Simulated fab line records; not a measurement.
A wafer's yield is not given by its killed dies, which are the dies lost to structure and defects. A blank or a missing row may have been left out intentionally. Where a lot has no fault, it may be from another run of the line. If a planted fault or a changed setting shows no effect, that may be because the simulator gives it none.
Matching of chambers | flow nand harc | rie diel-11 running NHARC_A_BLC_ETCH_18: 4 sister chambers
The step etches the open film in C4F8/O2/Ar, target depth 910 nm. 14 wafers are shown with their chamber, then 7 later ones without.

== WAFERS WITH THEIR CHAMBER ==
wafer  | chamber | rf vpp V (V) | oes product au (a.u.)
L367.2 | 1       | 975          | 0.977
L367.4 | 3       | 978          | 0.955
L367.5 | 2       | 971          | 0.974
L366.2 | 1       | 976          | 0.917
L366.3 | 2       | 971          | 0.923
L366.4 | 3       | 977          | 0.920
L368.3 | 2       | 971          | 0.922
L368.4 | 3       | 976          | 0.926
L368.6 | 0       | 972          | 0.945
L369.2 | 2       | 972          | 0.912
L369.5 | 3       | 976          | 0.928
L369.6 | 0       | 972          | 0.891
L373.1 | 1       | 976          | 0.961
L373.2 | 0       | 970          | 0.941

SIGNATURES (averages over the wafers above)
reading        | chamber 0 | chamber 1 | chamber 2 | chamber 3 | scatter within a chamber
rf vpp V       | 971.33    | 975.67    | 971.25    | 976.75    | 0.827
oes product au | 0.92567   | 0.95167   | 0.93275   | 0.93225   | 0.0261
Rule: a wafer's distance from a chamber is the root of the sum, over the readings, of the square of ((its reading less the chamber's mean) divided by the reading's scatter). The wafer belongs to the nearest chamber; if the next one is less than 2 further off, it can't be placed. The scatter is the square root of a quotient: the sum, over the shown wafers, of each reading's squared deviation from its chamber's mean, divided by wafers minus chambers.

== WAFERS WITH NO CHAMBER GIVEN ==
wafer  | rf vpp V (V) | oes product au (a.u.)
L373.3 | 976          | 0.990
L372.2 | 972          | 0.952
L372.3 | 971          | 0.958
L372.5 | 970          | 0.962
L382.2 | 971          | 0.964
L382.3 | 971          | 0.934
L382.6 | 971          | 0.931

== WHICH CHAMBER EACH WENT THROUGH ==
wafer  | from the rows above     | in truth
L373.3 | can't be placed: 1 or 3 | 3
L372.2 | can't be placed: 2 or 0 | 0
L372.3 | can't be placed: 2 or 0 | 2
L372.5 | can't be placed: 2 or 0 | 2
L382.2 | can't be placed: 2 or 0 | 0
L382.3 | can't be placed: 2 or 0 | 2
L382.6 | can't be placed: 2 or 0 | 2
0 of 7 placed correctly. Unplaceable from these rows: 7, with the true chamber sitting among the candidates in 7. 0 placed wrongly.
